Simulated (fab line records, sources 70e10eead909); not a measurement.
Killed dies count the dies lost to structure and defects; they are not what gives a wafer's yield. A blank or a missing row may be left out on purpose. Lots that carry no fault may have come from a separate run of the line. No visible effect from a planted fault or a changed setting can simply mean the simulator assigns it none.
Which tool was responsible?    flow nandHarc    Sampling: 6 lots, 18 wafers, 4 of 1159 route steps

WHAT THE GAUGES READ, wafer by wafer
NHARC_A_BONDPAD_THK_MEAS_30: measures by ellipsometry.
lot   measured      on            thkNm (nm)
L839  day 18 14:34  filmMetro-02  200.9 197.6 201.2
L840  day 19 02:52  filmMetro-02  198.9 199.8 202.4
L845  day 20 06:24  filmMetro-01  200.9 200.1 199.9
L849  day 20 11:47  filmMetro-02  202.1 201.4 199.1
L846  day 20 16:59  filmMetro-01  200.1 201.0 201.8
L858  day 23 11:22  filmMetro-01  198.0 198.1 186.6

TOOL THAT RAN EACH LOT (tool first, then ch and the chambers of the sampled wafers, then the start)
lot   NHARC_A_M1_PVD_21                       NHARC_A_M1_CMP_23              NHARC_A_BONDPAD_DEP_00
L839  pvdSputter-02, day 18 12:46 or earlier  cmp-03 ch 0,3, day 18 12:46    pecvd-04 ch 1,2, day 18 13:55
L840  pvdSputter-02, day 19 00:40 or earlier  cmp-03 ch 0,2,3, day 19 00:40  pecvd-04 ch 1,2, day 19 02:15
L845  pvdSputter-02, day 20 04:35 or earlier  cmp-02 ch 1,2,3, day 20 04:35  pecvd-04 ch 0,2, day 20 05:44
L849  pvdSputter-01, day 20 10:01 or earlier  cmp-04 ch 0,1,2, day 20 10:01  pecvd-04 ch 0,2, day 20 11:13
L846  pvdSputter-02, day 20 15:08 or earlier  cmp-02 ch 0,3, day 20 15:08    pecvd-01 ch 0,1, day 20 16:19
L858  pvdSputter-01, day 23 09:32 or earlier  cmp-03 ch 0,1,3, day 23 09:32  pecvd-04 ch 1,2, day 23 10:42
- NHARC_A_M1_PVD_21: deposits Cu, target thk 30 nm, time 20.49 s.
- NHARC_A_M1_CMP_23: polishes, t overpolish 20 s, target thk 154.34 nm.
- NHARC_A_BONDPAD_DEP_00: deposits SiCN, target thk 250 nm.

THE ANSWER, worked out from the rows above alone
Rule: the lots themselves supply what counts as usual. The widest of any qualifying gaps counts: lots, ordered by their means at a reading, are off when they make up no more than a third of the lots, leave a main group of 4 or more, and stand apart from it by 3 or more times the standard deviation of that group's means. A main group whose means are all the same, to the digits that the tables above print for the reading, isn't used. Also off: a lot with no number at a reading for which 4 or more lots have one. Any other lot the step has rows for is counted as sound.
Off, at NHARC_A_BONDPAD_THK_MEAS_30 on thkNm: L858. The main group: mean 200.5 nm, standard deviation 0.39.
If a tool, at a process step before that reading, ran all the lots that are off and no sound lot after the first of them, it fits. The gauges at NHARC_A_BONDPAD_THK_MEAS_30 are tried like those tools. Because NHARC_A_M1_PVD_21 lacks a start for some lots, the hours and order of its lots are taken from NHARC_A_M1_CMP_23. Can't be told from this: 4 tools fit, pvdSputter-01 at NHARC_A_M1_PVD_21, cmp-03 at NHARC_A_M1_CMP_23, pecvd-04 at NHARC_A_BONDPAD_DEP_00, filmMetro-01 at NHARC_A_BONDPAD_THK_MEAS_30.

WHAT THE SIMULATOR PUT IN
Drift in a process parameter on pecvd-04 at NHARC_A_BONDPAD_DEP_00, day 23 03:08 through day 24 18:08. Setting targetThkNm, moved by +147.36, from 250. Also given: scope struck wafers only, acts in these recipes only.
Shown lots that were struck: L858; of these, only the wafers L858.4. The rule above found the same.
